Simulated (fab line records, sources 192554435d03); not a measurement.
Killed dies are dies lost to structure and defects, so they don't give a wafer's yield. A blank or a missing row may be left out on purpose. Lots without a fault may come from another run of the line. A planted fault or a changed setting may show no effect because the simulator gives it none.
Problem report in the 8D (eight disciplines) form, filled by code | flow n5_finfet | the parts of the form that need people (team, actions taken, sign-off) are left out

1. THE PROBLEM
spin_speed_rpm at N5_SDB_COAT_05 reads a mean of 1673.9 rpm on 6 wafers of 2 lots; wafers without a fault read 1500.0 rpm with a standard deviation of 0.98. That is +99 or more standard deviations from the usual mean.
The step: resist thk 90 nm.
First seen on wafer L615.1, day 9 02:07, on litho_track-02. The record holds 12 wafers of 4 lots with a number at this step. Rule for "out", or "out of limits": more than 4 standard deviations from the usual mean. The other wafers with a number count as sound.

2. WHAT IT IS AND WHAT IT IS NOT
question                    | is                     | is not
which readings at this step | spin_speed_rpm         | -
which lots                  | L615, L616             | L599, L614
which wafers of those lots  | all that have a number | -
read on which tools         | litho_track-02         | litho_track-03
when                        | from day 9 02:07       | up to then (6 sound wafers)

3. SUSPECTS, AND WHAT RULES EACH OUT
Counting: a tool at a process step up to the reading stays a suspect if it ran every lot that is out and no sound lot after the first of them.
- litho_track-02 at N5_SDB_COAT_05 (resist thk 90 nm): kept. It ran every lot that is out, first L615 (day 9 02:07), and no sound lot after that; its last sound lot up to then is L599 (day 5 00:05). Its own readings are out on those wafers: spin_speed_rpm.
Left after counting: litho_track-02 at N5_SDB_COAT_05.

4. THE CAUSE (what the simulator had put in)
Process parameter drift: litho_track-02, from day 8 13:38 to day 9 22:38, at N5_SDB_COAT_05. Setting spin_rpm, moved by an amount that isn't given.
Counting left only this tool.

5. THE CHAIN OF EFFECTS, in route order
Each row: a reading whose mean over the struck wafers that have a number lies more than 3 standard deviations from the usual. Only readings for which the record gives a usual standard deviation are gone through. hours: the time from each lot's start at the first step in this table that gives one to its start at this step, as a median over the lots. sigmas: the change in usual standard deviations.
hours | step           | reading        | usual      | on struck wafers | change | sigmas
0     | N5_SDB_COAT_05 | spin_speed_rpm | 1500.0 rpm | 1673.9           | +173.9 | +99 or more
The process steps in it:
- N5_SDB_COAT_05: resist thk 90 nm.
Later measuring or inspecting steps at which every struck wafer that the step has a row for has a number for every such reading, and none has moved that far: N5_BEOL_M4_RC_MEAS_101.

6. WHAT WOULD HAVE CAUGHT IT SOONER
In this record the first reading out of limits was taken at day 9 02:07, 12 hours after the fault began at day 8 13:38.
